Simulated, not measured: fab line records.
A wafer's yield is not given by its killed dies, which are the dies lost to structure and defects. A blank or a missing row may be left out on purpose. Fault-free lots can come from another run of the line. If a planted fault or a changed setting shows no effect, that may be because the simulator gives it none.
fab line records	flow nand-harc	part 1 of 2: steps 1 to 4 of 6
record: lots: 24	wafers: 72	last-day: 35
route steps=1302 shown P_ZERO_WELL@16 P_STI@91 P_GATE@170 P_CONTACT@237
lots that met no fault: taken from a fault-free run of the same line
start-h: hours from the record's first day to the start of the lot's first wafer shown	wait-h: hours elapsed since this lot's preceding step	" unchanged from the row above	L1.1+2: a single row standing in for several wafers	- either no value or no given start	* or withheld: withheld	< > ~ a bound
route shown NAME@n: NAME is a module with steps in the file, n the number in the route of the first one	usual: average and standard deviation across the fault-free wafers	same: alike in all rows	chamber/n: place in a boat	sites: the reading at each site	_std_site: the standard deviation of these	_edge_site: the outer-site mean with the inner-site mean subtracted	radius-mm: how far each site lies from the wafer's centre	mask NAME#n: copy n	behind: the last tool/chamber to shape the wafer	hold: the reason the lot was held/the length of the hold in hours/how it ended	device: whichever transistor did not switch (one of n, p or np)	end of line: the tests these same wafers got at the end of their route	where a step has no rows: the recipe by itself	killed: not the wafer's yield, but the dies lost to structure and defects at the first sort	map: a wafer's dies, x killed, . not, _ none there
set.NAME: the run value of the setting; set.NAME@STEP: its run value at that earlier step	model.NAME: the simulator's own value behind a step, which no gauge read
a sample of lots followed through the steps of the route, with each step as a table and each wafer as a row
services: a tool's chamber out of use, with start hour (start-h, from the record's first day; less than 0 if before it), hours out, and reason
== steps ==
step: NHARC_P_ZERO_WELL_DESCUM_13
recipe: time-s: 3	o2-flow-sccm: 200	ar-flow-sccm: 0	bias-power-w: 0	chemistry: O2
usual: drypump-motor-current-A: 5.8/0.59	oes-product-au: 1.000/0.0084	rf-vpp-V: 57.8/0.84	showerhead-plenum-p-Torr: 1.90/0.063	throttle-valve-pct: 11.310/0.0091
lot.wafer	tool	chamber	start-h	wait-h	drypump-motor-current-A	oes-product-au	rf-hours-counter-h	rf-vpp-V	showerhead-plenum-p-Torr	throttle-valve-pct
L074.3	rie-diel-06	3	21.40	-	5.4	1.002	19	57.7	1.91	11.308
L074.2	"	1	"	"	6.1	0.986	16	56.9	1.97	11.315
L074.5	"	3	"	"	5.5	0.996	-	57.3	1.91	11.306
L075.3	rie-diel-06	1	31.42	-	6.1	0.982	22	57.9	1.97	11.303
L075.1	"	2	"	"	5.9	1.006	19	58.0	1.84	11.308
L075.4	"	3	"	"	5.5	1.009	22	58.2	1.91	11.325
L076.4	rie-diel-10	1	41.41	-	5.8	1.013	46	57.7	1.83	11.305
L076.2	"	0	"	"	5.3	1.002	48	58.6	1.90	11.303
L076.5	"	1	"	"	5.8	1.011	-	57.3	1.83	11.309
L077.1	rie-diel-06	3	51.47	-	5.5	0.988	29	57.5	1.91	11.299
L077.5	"	2	"	"	5.9	0.995	-	57.3	1.84	11.319
L077.6	"	3	"	"	5.5	0.997	-	57.7	1.91	11.338
L078.1	rie-diel-06	2	61.28	-	5.9	0.995	29	56.8	1.84	11.317
L078.3	"	0	"	"	6.8	0.986	33	57.7	1.89	11.322
L078.5	"	3	"	"	5.4	0.989	-	57.3	1.91	11.310
L079.3	rie-diel-06	2	71.43	-	5.9	0.991	33	57.4	1.84	11.303
L079.1	"	1	"	"	6.1	0.998	30	57.2	1.96	11.318
L079.5	"	3	"	"	5.5	0.998	-	56.3	1.91	11.297
L080.4	rie-diel-10	3	81.41	-	5.3	1.009	4	60.4	2.06	11.309
L080.2	"	0	"	"	5.3	0.999	5	58.3	1.89	11.292
L080.5	"	2	"	"	5.1	0.999	-	57.3	1.86	11.320
L081.1	rie-diel-06	1	91.48	-	6.1	0.987	39	58.2	1.96	11.310
L081.3	"	3	"	"	5.5	0.995	37	56.7	1.91	11.297
L081.6	"	1	"	"	6.1	0.993	-	57.6	1.96	11.303
L082.2	rie-diel-06	1	101.41	-	6.1	0.985	41	57.4	1.96	11.313
L082.3	"	3	"	"	5.5	0.996	38	58.5	1.91	11.321
L082.6	"	1	"	"	6.1	0.989	-	57.4	1.96	11.302
L083.2	rie-diel-06	0	111.41	-	6.8	0.993	51	57.4	1.88	11.308
L083.4	"	1	"	"	6.1	0.996	46	57.3	1.96	11.323
L083.1	"	2	"	"	5.9	1.001	47	59.4	1.83	11.303
L084.3	rie-diel-10	0	121.40	-	5.3	0.995	14	57.8	1.89	11.301
L084.4	"	3	"	"	5.4	0.997	16	58.5	2.05	11.299
L084.5	"	1	"	"	5.8	1.007	-	57.3	1.82	11.304
L085.4	rie-diel-01	2	131.43	-	4.7	0.998	22	57.0	1.91	11.305
L085.3	"	3	"	"	6.2	1.008	32	58.2	1.91	11.293
L085.6	"	1	"	"	6.4	0.997	-	57.7	1.84	11.295
L086.1	rie-diel-01	1	141.48	-	6.4	0.993	32	56.5	1.84	11.310
L086.4	"	2	"	"	4.8	0.997	25	57.8	1.91	11.310
L086.3	"	3	"	"	6.2	1.005	35	57.3	1.91	11.303
L087.2	rie-diel-01	3	151.40	-	6.2	1.009	38	58.1	1.91	11.299
L087.1	"	1	"	"	6.4	1.000	35	56.7	1.84	11.314
L087.5	"	0	"	"	6.7	1.001	-	57.1	2.01	11.309
L088.4	rie-diel-10	3	161.29	-	5.3	1.008	29	58.5	2.05	11.311
L088.3	"	0	"	"	5.3	0.994	28	59.0	1.88	11.307
L088.5	"	1	"	"	5.8	1.005	-	58.7	1.82	11.311
L089.4	rie-diel-06	1	171.41	-	6.1	1.000	8	57.3	1.95	11.319
L089.5	"	1	"	"	6.1	1.009	-	57.3	1.95	11.313
L089.6	"	2	"	"	5.9	1.002	-	57.6	1.83	11.299
L090.3	rie-diel-06	1	181.41	-	6.2	1.000	10	58.3	1.95	11.298
L090.1	"	2	"	"	5.9	0.994	13	56.9	1.82	11.303
L090.5	"	2	"	"	5.9	1.005	-	58.6	1.82	11.311
L091.1	rie-diel-06	2	191.27	-	5.9	1.000	15	58.6	1.82	11.317
L091.5	"	2	"	"	5.9	0.994	-	56.7	1.82	11.313
L091.6	"	3	"	"	5.4	0.998	-	57.4	1.90	11.310
L092.1	rie-diel-06	3	201.44	-	5.5	1.000	17	59.0	1.90	11.306
L092.6	"	2	"	"	5.9	1.005	-	58.5	1.82	11.312
L092.5	"	3	"	"	5.5	0.992	-	57.7	1.90	11.297
L093.2	rie-diel-10	0	211.42	-	5.4	1.002	48	58.0	1.88	11.298
L093.1	"	1	"	"	5.8	1.007	44	57.8	1.81	11.304
L093.5	"	3	"	"	5.3	1.002	-	59.7	2.04	11.326
L094.2	rie-diel-01	3	221.59	-	6.2	1.025	3	56.4	1.91	11.319
L094.3	"	0	"	"	6.7	1.012	3	56.6	2.00	11.322
L094.1	"	2	"	"	4.8	0.998	3	58.1	1.91	11.305
L095.3	rie-diel-10	3	231.28	-	5.3	0.995	53	58.2	2.04	11.320
L095.1	"	1	"	"	5.8	1.000	51	56.7	1.81	11.315
L095.5	"	3	"	"	5.4	1.001	-	57.4	2.04	11.312
L096.3	rie-diel-10	1	241.29	-	5.8	1.008	53	56.9	1.81	11.317
L096.5	"	3	"	"	5.3	1.011	-	56.2	2.04	11.296
L096.6	"	0	"	"	5.4	1.012	-	57.3	1.88	11.312
L097.3	rie-diel-06	3	251.49	-	5.5	0.990	34	56.6	1.89	11.304
L097.2	"	1	"	"	6.1	1.016	35	57.6	1.94	11.320
L097.6	"	3	"	"	5.4	0.988	-	58.0	1.89	11.297
step: NHARC_P_STI_CD_MEAS_16
usual: cd-nm: 198.8/2.4
lot.wafer	tool	chamber	start-h	wait-h	cd-nm
L074.2	cd-sem-03	-	43.62	-	198.6
L074.3	"	-	"	"	197.2
L074.5	"	-	"	"	200.4
L075.1	cd-sem-03	-	56.85	-	198.6
L075.3	"	-	"	"	200.5
L075.4	"	-	"	"	202.9
L076.2	cd-sem-03	-	62.94	-	199.3
L076.4	"	-	"	"	199.7
L076.5	"	-	"	"	199.1
L077.1	cd-sem-01	-	74.28	-	199.6
L077.5	"	-	"	"	200.2
L077.6	"	-	"	"	194.7
L078.1	cd-sem-02	-	84.51	-	198.1
L078.3	"	-	"	"	196.7
L078.5	"	-	"	"	199.1
L079.1	cd-sem-02	-	93.73	-	197.7
L079.3	"	-	"	"	195.9
L079.5	"	-	"	"	194.4
L080.2	cd-sem-01	-	102.93	-	194.0
L080.4	"	-	"	"	195.4
L080.5	"	-	"	"	199.5
L081.1	cd-sem-02	-	113.91	-	197.9
L081.3	"	-	"	"	196.4
L081.6	"	-	"	"	194.5
L082.2	cd-sem-03	-	124.63	-	198.6
L082.3	"	-	"	"	201.1
L082.6	"	-	"	"	198.1
L083.1	cd-sem-02	-	134.06	-	198.9
L083.2	"	-	"	"	195.3
L083.4	"	-	"	"	198.2
L084.3	cd-sem-02	-	143.39	-	204.4
L084.4	"	-	"	"	201.1
L084.5	"	-	"	"	202.5
L085.3	cd-sem-01	-	152.90	-	198.1
L085.4	"	-	"	"	200.0
L085.6	"	-	"	"	198.1
L086.1	cd-sem-03	-	163.42	-	196.7
L086.3	"	-	"	"	200.3
L086.4	"	-	"	"	196.2
L087.1	cd-sem-02	-	173.51	-	199.3
L087.2	"	-	"	"	201.4
L087.5	"	-	"	"	202.1
L088.3	cd-sem-03	-	183.36	-	197.7
L088.4	"	-	"	"	197.4
L088.5	"	-	"	"	196.4
L089.4	cd-sem-01	-	193.12	-	200.6
L089.5	"	-	"	"	203.0
L089.6	"	-	"	"	199.9
L090.1	cd-sem-03	-	202.93	-	201.9
L090.3	"	-	"	"	200.2
L090.5	"	-	"	"	204.5
L091.1	cd-sem-03	-	213.37	-	200.0
L091.5	"	-	"	"	197.5
L091.6	"	-	"	"	197.6
L092.1	cd-sem-02	-	223.84	-	199.2
L092.5	"	-	"	"	201.8
L092.6	"	-	"	"	201.7
L093.1	cd-sem-03	-	233.68	-	201.5
L093.2	"	-	"	"	198.3
L093.5	"	-	"	"	198.1
L094.1	cd-sem-01	-	244.38	-	200.8
L094.2	"	-	"	"	194.7
L094.3	"	-	"	"	197.4
L095.1	cd-sem-02	-	253.29	-	197.6
L095.3	"	-	"	"	199.2
L095.5	"	-	"	"	200.6
L096.3	cd-sem-03	-	263.61	-	202.0
L096.5	"	-	"	"	200.7
L096.6	"	-	"	"	201.2
L097.2	cd-sem-02	-	273.03	-	202.7
L097.3	"	-	"	"	198.8
L097.6	"	-	"	"	201.8
step: NHARC_P_GATE_CD_MEAS_46
recipe: target-cd-nm: 720	landing-energy-ev: 500
usual: cd-nm: 721.6/2.6
lot.wafer	tool	chamber	start-h	wait-h	cd-nm
L074.2	cd-sem-03	0	105.60	-	721.3
L074.3	"	0	"	"	719.0
L074.5	"	0	"	"	718.9
L075.1	cd-sem-01	0	119.20	-	720.2
L075.3	"	0	"	"	719.1
L075.4	"	0	"	"	722.6
L076.2	cd-sem-02	0	124.43	-	725.0
L076.4	"	0	"	"	720.4
L076.5	"	0	"	"	723.7
L077.1	cd-sem-02	0	134.37	-	718.6
L077.5	"	0	"	"	719.4
L077.6	"	0	"	"	717.7
L082.2	cd-sem-01	0	208.66	-	720.9
L082.3	"	0	"	"	718.5
L082.6	"	0	"	"	720.4
L081.1	cd-sem-03	0	209.20	-	725.2
L081.3	"	0	"	"	722.9
L081.6	"	0	"	"	722.1
L078.1	cd-sem-02	0	210.02	-	719.8
L078.3	"	0	"	"	718.0
L078.5	"	0	"	"	718.6
L083.1	cd-sem-01	0	215.55	-	720.3
L083.2	"	0	"	"	718.7
L083.4	"	0	"	"	721.1
L080.2	cd-sem-02	0	216.22	-	724.9
L080.4	"	0	"	"	721.8
L080.5	"	0	"	"	725.7
L084.3	cd-sem-03	0	216.64	-	724.0
L084.4	"	0	"	"	722.4
L084.5	"	0	"	"	721.1
L079.1	cd-sem-01	0	221.94	-	722.3
L079.3	"	0	"	"	724.7
L079.5	"	0	"	"	721.2
L085.3	cd-sem-03	0	224.89	-	718.6
L085.4	"	0	"	"	720.7
L085.6	"	0	"	"	720.1
L086.1	cd-sem-03	0	228.49	-	727.4
L086.3	"	0	"	"	725.8
L086.4	"	0	"	"	723.1
L087.1	cd-sem-01	0	250.34	-	723.5
L087.2	"	0	"	"	722.6
L087.5	"	0	"	"	725.8
L088.3	cd-sem-01	0	251.61	-	725.4
L088.4	"	0	"	"	724.7
L088.5	"	0	"	"	723.4
L089.4	cd-sem-02	0	254.83	-	721.7
L089.5	"	0	"	"	721.4
L089.6	"	0	"	"	725.3
L090.1	cd-sem-02	0	267.71	-	720.2
L090.3	"	0	"	"	719.7
L090.5	"	0	"	"	721.8
L091.1	cd-sem-03	0	274.51	-	721.9
L091.5	"	0	"	"	723.7
L091.6	"	0	"	"	720.1
L092.1	cd-sem-01	0	292.93	-	718.1
L092.5	"	0	"	"	716.9
L092.6	"	0	"	"	716.3
L093.1	cd-sem-03	0	294.65	-	718.6
L093.2	"	0	"	"	718.9
L093.5	"	0	"	"	719.5
L094.1	cd-sem-01	0	306.10	-	723.2
L094.2	"	0	"	"	727.5
L094.3	"	0	"	"	725.7
L095.1	cd-sem-03	0	326.16	-	719.7
L095.3	"	0	"	"	719.4
L095.5	"	0	"	"	719.9
L096.3	cd-sem-02	0	332.33	-	721.6
L096.5	"	0	"	"	722.8
L096.6	"	0	"	"	722.9
L097.2	cd-sem-02	0	337.65	-	717.2
L097.3	"	0	"	"	717.1
L097.6	"	0	"	"	718.3
step: NHARC_P_GATE_DESCUM_61
recipe: time-s: 3	o2-flow-sccm: 200	ar-flow-sccm: 0	bias-power-w: 0	chemistry: O2
usual: drypump-motor-current-A: 5.8/0.47	oes-product-au: 0.998/0.0096	rf-vpp-V: 57.8/0.88	showerhead-plenum-p-Torr: 1.89/0.073	throttle-valve-pct: 11.311/0.0096
lot.wafer	tool	chamber	start-h	wait-h	drypump-motor-current-A	oes-product-au	rf-hours-counter-h	rf-vpp-V	showerhead-plenum-p-Torr	throttle-valve-pct
L074.2	rie-diel-11	2	107.52	-	5.4	0.995	1.4	58.3	1.88	11.319
L074.3	"	3	"	"	6.3	1.018	0.2	58.6	2.01	11.312
L074.5	"	1	"	"	5.5	1.005	-	56.8	1.78	11.313
L075.4	rie-diel-11	0	121.12	-	5.8	1.001	2.2	57.9	1.98	11.311
L075.3	"	2	"	"	5.4	0.993	2.1	58.3	1.88	11.310
L075.1	"	3	"	"	6.3	1.017	0.7	60.1	2.02	11.308
L076.4	rie-diel-11	2	126.37	-	5.4	0.987	2.2	57.4	1.88	11.313
L076.2	"	0	"	"	5.8	0.995	2.3	58.8	1.98	11.323
L076.5	"	1	"	"	5.5	0.991	-	57.0	1.78	11.331
L077.1	rie-diel-05	1	136.23	-	5.5	1.005	5.4	58.6	1.95	11.316
L077.6	"	0	"	"	6.0	0.993	-	58.0	1.96	11.306
L077.5	"	1	"	"	5.6	1.005	-	57.0	1.95	11.326
L082.3	rie-diel-11	0	210.60	-	5.8	0.986	5.7	57.7	1.97	11.311
L082.2	"	2	"	"	5.4	0.994	5.4	58.0	1.88	11.308
L082.6	"	3	"	"	6.3	0.999	-	58.2	2.01	11.315
L081.3	rie-diel-09	2	211.26	-	6.3	0.980	2.6	59.2	1.95	11.317
L081.1	"	0	"	"	6.2	1.005	1.6	57.2	1.78	11.311
L081.6	"	2	"	"	6.4	0.983	-	58.9	1.95	11.301
L078.1	rie-diel-09	1	211.97	-	5.2	1.009	1.5	58.0	1.87	11.296
L078.3	"	2	"	"	6.3	1.004	2.6	57.3	1.95	11.298
L078.5	"	3	"	"	6.5	0.998	-	56.9	1.89	11.299
L083.2	rie-diel-09	1	217.47	-	5.2	1.009	1.6	58.0	1.87	11.305
L083.1	"	3	"	"	6.5	0.996	2.5	57.3	1.89	11.313
L083.4	"	0	"	"	6.2	1.000	1.7	56.2	1.78	11.298
L080.4	rie-diel-11	1	218.13	-	5.5	1.003	6.0	56.3	1.78	11.320
L080.2	"	2	"	"	5.4	0.994	5.6	57.3	1.88	11.303
L080.5	"	2	"	"	5.4	1.001	-	57.6	1.88	11.319
L084.3	rie-diel-09	1	218.58	-	5.2	0.993	1.6	57.5	1.87	11.315
L084.4	"	3	"	"	6.5	0.999	-	56.7	1.89	11.312
L084.5	"	1	"	"	5.2	1.001	-	57.5	1.87	11.323
L079.3	rie-diel-09	1	223.90	-	5.2	0.992	2.5	56.7	1.87	11.300
L079.1	"	2	"	"	6.3	0.986	2.6	58.7	1.95	11.306
L079.5	"	1	"	"	5.2	0.998	-	56.5	1.87	11.299
L085.3	rie-diel-05	1	226.80	-	5.6	1.002	11.2	58.4	1.95	11.318
L085.4	"	2	"	"	5.0	1.005	10.8	56.8	1.89	11.315
L085.6	"	1	"	"	5.5	1.012	-	59.0	1.95	11.299
L086.1	rie-diel-09	3	230.42	-	6.5	0.997	3.9	57.2	1.89	11.332
L086.3	"	0	"	"	6.2	0.985	3.1	57.5	1.78	11.303
L086.4	"	2	"	"	6.3	0.984	3.0	58.0	1.95	11.313
L087.1	rie-diel-09	2	252.32	-	6.3	0.981	4.1	58.1	1.95	11.296
L087.2	"	3	"	"	6.5	0.979	5.1	57.8	1.89	11.297
L087.5	"	1	"	"	5.2	0.989	-	57.3	1.87	11.306
L088.4	rie-diel-09	2	253.66	-	6.3	0.993	4.1	58.4	1.95	11.303
L088.3	"	0	"	"	6.2	0.992	4.1	56.8	1.78	11.331
L088.5	"	1	"	"	5.2	0.991	-	55.9	1.87	11.307
L089.4	rie-diel-05	1	256.89	-	5.5	1.025	0.9	58.0	1.94	11.310
L089.6	"	3	"	"	6.0	0.991	-	57.3	1.80	11.306
L089.5	"	0	"	"	6.0	1.011	-	59.4	1.96	11.324
L090.1	rie-diel-11	2	269.67	-	5.4	0.995	0	58.1	1.88	11.309
L090.3	"	1	"	"	5.5	1.003	0	57.3	1.78	11.311
L090.5	"	2	"	"	5.4	1.001	-	58.3	1.88	11.305
L091.1	rie-diel-05	2	276.45	-	5.1	1.010	2.3	56.5	1.89	11.309
L091.5	"	2	"	"	5.0	1.009	-	58.3	1.89	11.325
L091.6	"	3	"	"	6.1	1.000	-	57.1	1.80	11.317
L092.1	rie-diel-05	2	294.88	-	5.0	1.013	3.1	56.3	1.89	11.331
L092.5	"	3	"	"	6.1	0.997	-	57.1	1.80	11.306
L092.6	"	0	"	"	6.0	1.002	-	58.3	1.96	11.299
L093.1	rie-diel-05	2	296.57	-	5.0	1.005	3.1	57.8	1.89	11.305
L093.2	"	0	"	"	6.0	1.007	4.1	59.1	1.96	11.293
L093.5	"	2	"	"	5.0	1.002	-	56.4	1.89	11.308
L094.2	rie-diel-09	3	308.04	-	6.5	0.983	8.3	57.6	1.89	11.304
L094.1	"	1	"	"	5.2	0.997	6.6	57.9	1.87	11.312
L094.3	"	2	"	"	6.3	0.989	6.4	59.0	1.95	11.320
L095.1	rie-diel-11	2	328.13	-	5.4	0.972	5.9	59.0	1.88	11.322
L095.3	"	1	"	"	5.5	0.996	3.2	57.6	1.78	11.305
L095.5	"	3	"	"	6.3	0.994	-	59.4	2.01	11.289
L096.3	rie-diel-09	2	334.31	-	6.4	1.004	0.0	57.2	1.95	11.307
L096.6	"	1	"	"	5.2	0.992	-	58.2	1.87	11.298
L096.5	"	2	"	"	6.3	0.993	-	57.9	1.95	11.307
L097.3	rie-diel-11	1	339.49	-	5.5	1.007	3.5	57.0	1.78	11.314
L097.2	"	3	"	"	6.3	1.011	5.7	59.0	2.01	11.307
L097.6	"	1	"	"	5.5	1.009	-	56.2	1.78	11.296
